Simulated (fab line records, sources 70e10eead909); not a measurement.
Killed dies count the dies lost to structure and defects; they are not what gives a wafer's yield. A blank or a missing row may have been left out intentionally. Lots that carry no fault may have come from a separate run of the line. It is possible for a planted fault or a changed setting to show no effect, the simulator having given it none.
What tool caused it? | flow nand-harc | 24 lots, 72 wafers sampled, at 3 steps of a route of 1159

WHAT THE GAUGES READ, wafer by wafer
NHARC_A_ZERO_WELL_CD_MEAS_10: target cd 2000 nm.
lot  | measured     | on        | cd-nm (nm)
L074 | day 6 15:56  | cd-sem-02 | 1997.0 1997.9 1998.7
L076 | day 6 23:14  | cd-sem-02 | 1998.8 2000.4 2000.7
L075 | day 7 02:55  | cd-sem-03 | 2000.3 1998.5 1997.2
L077 | day 7 04:20  | cd-sem-02 | 1999.5 2002.1 2000.4
L078 | day 7 17:05  | cd-sem-02 | 1997.6 2001.3 2000.6
L079 | day 7 18:10  | cd-sem-02 | 2001.8 1997.9 1996.6
L080 | day 7 18:58  | cd-sem-03 | 1996.8 1997.2 1999.4
L081 | day 8 03:14  | cd-sem-03 | 1998.8 2000.1 2000.2
L082 | day 8 11:33  | cd-sem-02 | 2002.1 1998.1 1998.2
L083 | day 8 17:55  | cd-sem-02 | 1998.5 2000.5 1997.2
L085 | day 9 03:05  | cd-sem-02 | 2001.4 2000.4 1999.7
L084 | day 9 04:31  | cd-sem-01 | 1999.7 2000.1 2003.1
L086 | day 9 16:41  | cd-sem-02 | 2001.7 1998.5 1999.6
L087 | day 9 17:58  | cd-sem-03 | 1996.4 2000.5 2001.2
L088 | day 10 13:58 | cd-sem-01 | 1999.2 2001.0 1997.0
L089 | day 10 15:46 | cd-sem-01 | 1998.1 1999.1 2001.0
L091 | day 10 18:54 | cd-sem-01 | 1996.2 1995.4 1995.7
L090 | day 10 19:51 | cd-sem-02 | 2001.0 2001.4 2001.1
L092 | day 10 22:37 | cd-sem-01 | 2000.4 1999.5 2001.0
L093 | day 11 01:27 | cd-sem-03 | 1999.6 2000.0 2000.4
L094 | day 11 12:51 | cd-sem-01 | 1999.6 2000.7 2000.9
L095 | day 11 23:33 | cd-sem-02 | 1995.1 1996.4 1996.5
L096 | day 12 00:14 | cd-sem-01 | 2002.8 2000.7 2002.2
L097 | day 12 05:22 | cd-sem-02 | 1998.9 1996.5 2002.4

EACH LOT AND THE TOOL THAT RAN IT (in order: tool; ch and the chambers of the sampled wafers; start)
lot  | NHARC_P_BONDPAD_PRE_CLEAN_26            | NHARC_P_BONDPAD_CMP_19
L074 | pvd-sputter-02, day 6 14:14 or earlier  | cmp-02 ch 0,1,3, day 6 14:14
L076 | pvd-sputter-01, day 6 21:25 or earlier  | cmp-01 ch 0,2,3, day 6 21:25
L075 | pvd-sputter-03, day 7 01:05 or earlier  | cmp-02 ch 0,2,3, day 7 01:05
L077 | pvd-sputter-01, day 7 02:30 or earlier  | cmp-04 ch 1,2, day 7 02:30
L078 | pvd-sputter-03, day 7 15:22 or earlier  | cmp-04 ch 0,1,3, day 7 15:22
L079 | pvd-sputter-03, day 7 16:19 or earlier  | cmp-02 ch 1,2, day 7 16:19
L080 | pvd-sputter-02, day 7 17:07 or earlier  | cmp-02 ch 0,1,2, day 7 17:07
L081 | pvd-sputter-01, day 8 01:25 or earlier  | cmp-04 ch 0,3, day 8 01:25
L082 | pvd-sputter-03, day 8 09:42 or earlier  | cmp-01 ch 1,2, day 8 09:42
L083 | pvd-sputter-01, day 8 16:14 or earlier  | cmp-02 ch 2,3, day 8 16:14
L085 | pvd-sputter-01, day 9 01:15 or earlier  | cmp-04 ch 0,2,3, day 9 01:15
L084 | pvd-sputter-01, day 9 02:47 or earlier  | cmp-04 ch 0,1, day 9 02:47
L086 | pvd-sputter-03, day 9 14:57 or earlier  | cmp-02 ch 0,1,2, day 9 14:57
L087 | pvd-sputter-02, day 9 16:12 or earlier  | cmp-02 ch 0,3, day 9 16:12
L088 | pvd-sputter-02, day 10 12:11 or earlier | cmp-04 ch 1,2,3, day 10 12:11
L089 | pvd-sputter-02, day 10 13:58 or earlier | cmp-04 ch 0,2,3, day 10 13:58
L091 | pvd-sputter-01, day 10 17:06 or earlier | cmp-01 ch 0,1,2, day 10 17:06
L090 | pvd-sputter-02, day 10 18:03 or earlier | cmp-01 ch 0,1,3, day 10 18:03
L092 | pvd-sputter-03, day 10 20:47 or earlier | cmp-02 ch 1,2,3, day 10 20:47
L093 | pvd-sputter-03, day 10 23:41 or earlier | cmp-02 ch 0,1,2, day 10 23:41
L094 | pvd-sputter-03, day 11 11:03 or earlier | cmp-04 ch 0,1,3, day 11 11:03
L095 | pvd-sputter-02, day 11 21:42 or earlier | cmp-01 ch 1,2,3, day 11 21:42
L096 | pvd-sputter-01, day 11 22:23 or earlier | cmp-04 ch 1,2, day 11 22:23
L097 | pvd-sputter-03, day 12 03:39 or earlier | cmp-01 ch 0,1,3, day 12 03:39
- NHARC_P_BONDPAD_PRE_CLEAN_26: time 30 s.
- NHARC_P_BONDPAD_CMP_19: polishes, t overpolish 30 s, cu recess touch 16 s, target thk 160.81 nm.

AS READ BY THE TOOLS THEMSELVES (means over the sampled wafers that have a number; for cases with no such wafer, the mark the record gives instead)
NHARC_P_BONDPAD_PRE_CLEAN_26.
lot  | tool           | heater-power-w (W)
L074 | pvd-sputter-02 | 457
L076 | pvd-sputter-01 | 403
L075 | pvd-sputter-03 | 458
L077 | pvd-sputter-01 | 427
L078 | pvd-sputter-03 | 433
L079 | pvd-sputter-03 | 440
L080 | pvd-sputter-02 | 452
L081 | pvd-sputter-01 | 373
L082 | pvd-sputter-03 | 433
L083 | pvd-sputter-01 | 378
L085 | pvd-sputter-01 | 376
L084 | pvd-sputter-01 | 363
L086 | pvd-sputter-03 | 432
L087 | pvd-sputter-02 | 427
L088 | pvd-sputter-02 | 415
L089 | pvd-sputter-02 | 402
L091 | pvd-sputter-01 | 397
L090 | pvd-sputter-02 | 415
L092 | pvd-sputter-03 | 434
L093 | pvd-sputter-03 | 434
L094 | pvd-sputter-03 | 415
L095 | pvd-sputter-02 | 461
L096 | pvd-sputter-01 | 396
L097 | pvd-sputter-03 | 435

NHARC_P_BONDPAD_CMP_19.
lot  | tool   | motor-current-A (A) | overpolish-run-s (s) | slurry-flow-ml-min
L074 | cmp-02 | 12.0                | 29.994               | 150.2
L076 | cmp-01 | 12.2                | 29.997               | 149.8
L075 | cmp-02 | 12.6                | 30.006               | 149.8
L077 | cmp-04 | 10.5                | 30.002               | 150.3
L078 | cmp-04 | 11.5                | 29.996               | 150.1
L079 | cmp-02 | 12.9                | 29.994               | 149.7
L080 | cmp-02 | 12.4                | 30.000               | 149.4
L081 | cmp-04 | 12.1                | 29.996               | 150.5
L082 | cmp-01 | 13.5                | 30.001               | 150.3
L083 | cmp-02 | 12.3                | 29.997               | 150.0
L085 | cmp-04 | 11.8                | 29.991               | 149.7
L084 | cmp-04 | 11.0                | 29.998               | 149.6
L086 | cmp-02 | 12.7                | 30.003               | 149.7
L087 | cmp-02 | 11.9                | 30.004               | 149.5
L088 | cmp-04 | 11.4                | 29.999               | 149.8
L089 | cmp-04 | 11.6                | 30.002               | 150.2
L091 | cmp-01 | 12.2                | 29.997               | 150.7
L090 | cmp-01 | 12.0                | 29.991               | 150.3
L092 | cmp-02 | 12.7                | 30.000               | 150.0
L093 | cmp-02 | 12.5                | 30.001               | 149.9
L094 | cmp-04 | 11.3                | 29.992               | 150.0
L095 | cmp-01 | 13.1                | 29.999               | 149.7
L096 | cmp-04 | 10.4                | 30.001               | 149.9
L097 | cmp-01 | 12.4                | 30.009               | 150.1

THE ANSWER, worked out from the rows above alone
Rule: the usual values come from the lots themselves. The widest of any qualifying gaps counts: lots, ordered by their means at a reading, are off when they make up no more than a third of the lots, leave a main group of 4 or more, and stand apart from it by 3 or more times the standard deviation of that group's means. The tables above print the reading to a certain number of digits; a main group whose means all agree to those digits is not used. Also off: a lot with no number at a reading for which 4 or more lots have one. Any other lot the step has rows for is counted as sound. After the gauges, taken in route order, come the tools' own readings; for these a lot's mean is taken, as printed above. At the first step where some lot is off, the reading lying furthest off is the one used; lots without a number count as furthest.
No lot is off at any reading shown: from this, nothing can be told.

WHAT WAS PUT IN BY THE SIMULATOR
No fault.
